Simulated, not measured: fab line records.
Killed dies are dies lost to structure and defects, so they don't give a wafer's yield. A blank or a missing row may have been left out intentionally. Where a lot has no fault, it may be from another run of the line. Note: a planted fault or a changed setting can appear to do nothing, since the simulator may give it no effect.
Shared-tool check || flow nand-harc || 42 wafers sampled across 14 lots

== REASON FOR OPENING ==
Flagged at NHARC_A_ONON_D2_THK_MEAS_02: reading thk-nm, on 2 of 14 lots. Wafers without a fault read 1002 nm, standard deviation 12.
Rule: a lot is flagged in two cases, either no wafer of it has a number, or all its wafers with numbers fall more than 4 standard deviations from that mean. The other lots count as sound.

{"lot": "L992", "measured": "day 13 05:46", "on": "film-metro-02", "thk-nm (nm), wafer by wafer": "1012 1012 1011", "flag": ""}
{"lot": "L991", "measured": "day 13 05:56", "on": "film-metro-02", "thk-nm (nm), wafer by wafer": "1001 999 1001", "flag": ""}
{"lot": "L995", "measured": "day 14 13:14", "on": "film-metro-01", "thk-nm (nm), wafer by wafer": "991 993 995", "flag": ""}
{"lot": "L999", "measured": "day 16 04:54", "on": "film-metro-02", "thk-nm (nm), wafer by wafer": "671 671 671", "flag": "FLAGGED"}
{"lot": "L103", "measured": "day 17 10:41", "on": "film-metro-02", "thk-nm (nm), wafer by wafer": "1009 1008 1006", "flag": ""}
{"lot": "L102", "measured": "day 17 10:41", "on": "film-metro-01", "thk-nm (nm), wafer by wafer": "668 666 666", "flag": "FLAGGED"}
{"lot": "L105", "measured": "day 18 09:55", "on": "film-metro-01", "thk-nm (nm), wafer by wafer": "1024 1024 1022", "flag": ""}
{"lot": "L106", "measured": "day 19 00:43", "on": "film-metro-02", "thk-nm (nm), wafer by wafer": "994 994 995", "flag": ""}
{"lot": "L107", "measured": "day 19 11:37", "on": "film-metro-02", "thk-nm (nm), wafer by wafer": "998 999 1001", "flag": ""}
{"lot": "L110", "measured": "day 20 12:52", "on": "film-metro-02", "thk-nm (nm), wafer by wafer": "991 990 990", "flag": ""}
{"lot": "L109", "measured": "day 20 12:58", "on": "film-metro-01", "thk-nm (nm), wafer by wafer": "1007 1007 1008", "flag": ""}
{"lot": "L111", "measured": "day 21 08:10", "on": "film-metro-02", "thk-nm (nm), wafer by wafer": "1001 1001 1002", "flag": ""}
{"lot": "L112", "measured": "day 21 16:14", "on": "film-metro-02", "thk-nm (nm), wafer by wafer": "987 988 987", "flag": ""}
{"lot": "L113", "measured": "day 21 16:16", "on": "film-metro-02", "thk-nm (nm), wafer by wafer": "992 990 990", "flag": ""}
Average over the flagged lots: 669 nm; offset from the usual -333 nm, equal to -28 standard deviations.

== LOT BY LOT: THE TOOL USED ==
The record holds 1 process step before the reading, out of a route of 1302 steps. Cell contents, in order: the tool; ch with the chambers the sampled wafers went through; the start.
{"lot": "L992", "flag": "", "NHARC_A_ONON_D2_DEP_00": "pecvd-onon-03 ch 0, day 13 05:19"}
{"lot": "L991", "flag": "", "NHARC_A_ONON_D2_DEP_00": "pecvd-onon-01 ch 0, day 13 05:29"}
{"lot": "L995", "flag": "", "NHARC_A_ONON_D2_DEP_00": "pecvd-onon-04 ch 0, day 14 12:43"}
{"lot": "L999", "flag": "FLAGGED", "NHARC_A_ONON_D2_DEP_00": "pecvd-onon-04 ch 0, day 16 04:23"}
{"lot": "L103", "flag": "", "NHARC_A_ONON_D2_DEP_00": "pecvd-onon-03 ch 0, day 17 10:10"}
{"lot": "L102", "flag": "FLAGGED", "NHARC_A_ONON_D2_DEP_00": "pecvd-onon-04 ch 0, day 17 10:20"}
{"lot": "L105", "flag": "", "NHARC_A_ONON_D2_DEP_00": "pecvd-onon-01 ch 0, day 18 09:24"}
{"lot": "L106", "flag": "", "NHARC_A_ONON_D2_DEP_00": "pecvd-onon-03 ch 0, day 19 00:12"}
{"lot": "L107", "flag": "", "NHARC_A_ONON_D2_DEP_00": "pecvd-onon-03 ch 0, day 19 11:10"}
{"lot": "L110", "flag": "", "NHARC_A_ONON_D2_DEP_00": "pecvd-onon-03 ch 0, day 20 12:25"}
{"lot": "L109", "flag": "", "NHARC_A_ONON_D2_DEP_00": "pecvd-onon-04 ch 0, day 20 12:27"}
{"lot": "L111", "flag": "", "NHARC_A_ONON_D2_DEP_00": "pecvd-onon-03 ch 0, day 21 07:43"}
{"lot": "L112", "flag": "", "NHARC_A_ONON_D2_DEP_00": "pecvd-onon-03 ch 0, day 21 15:55"}
{"lot": "L113", "flag": "", "NHARC_A_ONON_D2_DEP_00": "pecvd-onon-01 ch 0, day 21 15:49"}
What the steps here do:
- NHARC_A_ONON_D2_DEP_00: target thk 1000 nm.
- NHARC_A_ONON_D2_THK_MEAS_02: measures by ellipsometry.

== FLAGGED AGAINST TOTAL, ONE TOOL AT A TIME (gauges that did the reading follow at the end) ==
{"step": "NHARC_A_ONON_D2_DEP_00", "tool": "pecvd-onon-01", "lots run": 3, "flagged": 0, "share of the flagged lots": "none", "sound lots run after its first flagged lot": "-"}
{"step": "NHARC_A_ONON_D2_DEP_00", "tool": "pecvd-onon-03", "lots run": 7, "flagged": 0, "share of the flagged lots": "none", "sound lots run after its first flagged lot": "-"}
{"step": "NHARC_A_ONON_D2_DEP_00", "tool": "pecvd-onon-04", "lots run": 4, "flagged": 2, "share of the flagged lots": "all", "sound lots run after its first flagged lot": "1 (L109)"}
{"step": "NHARC_A_ONON_D2_THK_MEAS_02", "tool": "film-metro-01", "lots run": 4, "flagged": 1, "share of the flagged lots": "some", "sound lots run after its first flagged lot": "2 (L105,L109)"}
{"step": "NHARC_A_ONON_D2_THK_MEAS_02", "tool": "film-metro-02", "lots run": 10, "flagged": 1, "share of the flagged lots": "some", "sound lots run after its first flagged lot": "7 (L103,L106,L107,L110,L111,L112,L113)"}

== WHAT THE TABLE ALLOWS ==
Rows of the table that ran each flagged lot: 1, that is pecvd-onon-04 at NHARC_A_ONON_D2_DEP_00.
- pecvd-onon-04 at NHARC_A_ONON_D2_DEP_00: 2 of its 4 lots flagged. After the first flagged lot (L109), sound lots still ran on it; a lasting fault on the whole tool would not permit that.
No row of the table ran every flagged lot and no sound lot after the first.

== WHAT THE SIMULATOR HAD PUT IN ==
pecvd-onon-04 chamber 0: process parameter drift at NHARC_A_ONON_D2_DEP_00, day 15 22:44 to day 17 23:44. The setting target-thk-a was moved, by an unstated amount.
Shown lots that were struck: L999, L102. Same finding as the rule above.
